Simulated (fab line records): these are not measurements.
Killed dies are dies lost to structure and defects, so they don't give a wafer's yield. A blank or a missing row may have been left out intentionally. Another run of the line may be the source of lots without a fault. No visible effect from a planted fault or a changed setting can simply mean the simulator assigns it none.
Chamber matching / flow nand_harc / NHARC_A_CHANNEL_HOLE_D1_ETCH_38 on rie_diel-04: 4 sister chambers
The step etches the open film in CF4, target depth 39 nm, time 65 s. 8 wafers are shown with their chamber, then 12 later ones without.

WAFERS, EACH WITH ITS CHAMBER
wafer=L088.6; chamber=0; showerhead_plenum_p_Torr (Torr)=1.77; oes_product_au (a.u.)=1.014
wafer=L089.2; chamber=3; showerhead_plenum_p_Torr (Torr)=1.69; oes_product_au (a.u.)=1.016
wafer=L090.2; chamber=2; showerhead_plenum_p_Torr (Torr)=1.80; oes_product_au (a.u.)=0.978
wafer=L090.3; chamber=3; showerhead_plenum_p_Torr (Torr)=1.69; oes_product_au (a.u.)=1.025
wafer=L090.4; chamber=1; showerhead_plenum_p_Torr (Torr)=1.82; oes_product_au (a.u.)=1.011
wafer=L091.2; chamber=0; showerhead_plenum_p_Torr (Torr)=1.77; oes_product_au (a.u.)=0.994
wafer=L091.5; chamber=1; showerhead_plenum_p_Torr (Torr)=1.81; oes_product_au (a.u.)=1.014
wafer=L091.6; chamber=2; showerhead_plenum_p_Torr (Torr)=1.80; oes_product_au (a.u.)=0.982

WAFERS WHOSE CHAMBER IS MISSING
wafer=L093.2; showerhead_plenum_p_Torr (Torr)=1.81; oes_product_au (a.u.)=1.004
wafer=L093.4; showerhead_plenum_p_Torr (Torr)=1.68; oes_product_au (a.u.)=1.004
wafer=L093.5; showerhead_plenum_p_Torr (Torr)=1.77; oes_product_au (a.u.)=0.986
wafer=L094.3; showerhead_plenum_p_Torr (Torr)=1.81; oes_product_au (a.u.)=0.995
wafer=L094.4; showerhead_plenum_p_Torr (Torr)=1.80; oes_product_au (a.u.)=0.981
wafer=L094.6; showerhead_plenum_p_Torr (Torr)=1.81; oes_product_au (a.u.)=1.004
wafer=L095.3; showerhead_plenum_p_Torr (Torr)=1.81; oes_product_au (a.u.)=0.999
wafer=L095.5; showerhead_plenum_p_Torr (Torr)=1.77; oes_product_au (a.u.)=0.990
wafer=L095.6; showerhead_plenum_p_Torr (Torr)=1.81; oes_product_au (a.u.)=0.996
wafer=L097.3; showerhead_plenum_p_Torr (Torr)=1.80; oes_product_au (a.u.)=0.984
wafer=L097.4; showerhead_plenum_p_Torr (Torr)=1.68; oes_product_au (a.u.)=1.003
wafer=L097.5; showerhead_plenum_p_Torr (Torr)=1.80; oes_product_au (a.u.)=0.976

WHICH CHAMBER EACH WENT THROUGH
wafer=L093.2; from the rows above=1; in truth=1
wafer=L093.4; from the rows above=3; in truth=3
wafer=L093.5; from the rows above=0; in truth=0
wafer=L094.3; from the rows above=can't be placed: 1 or 2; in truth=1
wafer=L094.4; from the rows above=2; in truth=2
wafer=L094.6; from the rows above=1; in truth=1
wafer=L095.3; from the rows above=can't be placed: 1 or 2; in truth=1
wafer=L095.5; from the rows above=0; in truth=0
wafer=L095.6; from the rows above=can't be placed: 1 or 2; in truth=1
wafer=L097.3; from the rows above=2; in truth=2
wafer=L097.4; from the rows above=3; in truth=3
wafer=L097.5; from the rows above=2; in truth=2
Correct placement for 9 of the 12. Unplaceable from these rows: 3, with the true chamber sitting among the candidates in 3. 0 placed wrongly.
How it was worked out, from the rows above alone: a wafer's distance from a chamber is the root of the sum, over the readings, of the square of ((its reading less the chamber's mean) divided by the reading's scatter). If the next closest chamber is less than 2 further off than the closest, the wafer can't be placed; otherwise it belongs to the closest. The mean given for a chamber averages the wafers shown for that chamber. How the scatter is found: for the shown wafers, subtract from each reading the mean of its chamber, square and add these, divide the total by (wafers less chambers), then take the root.
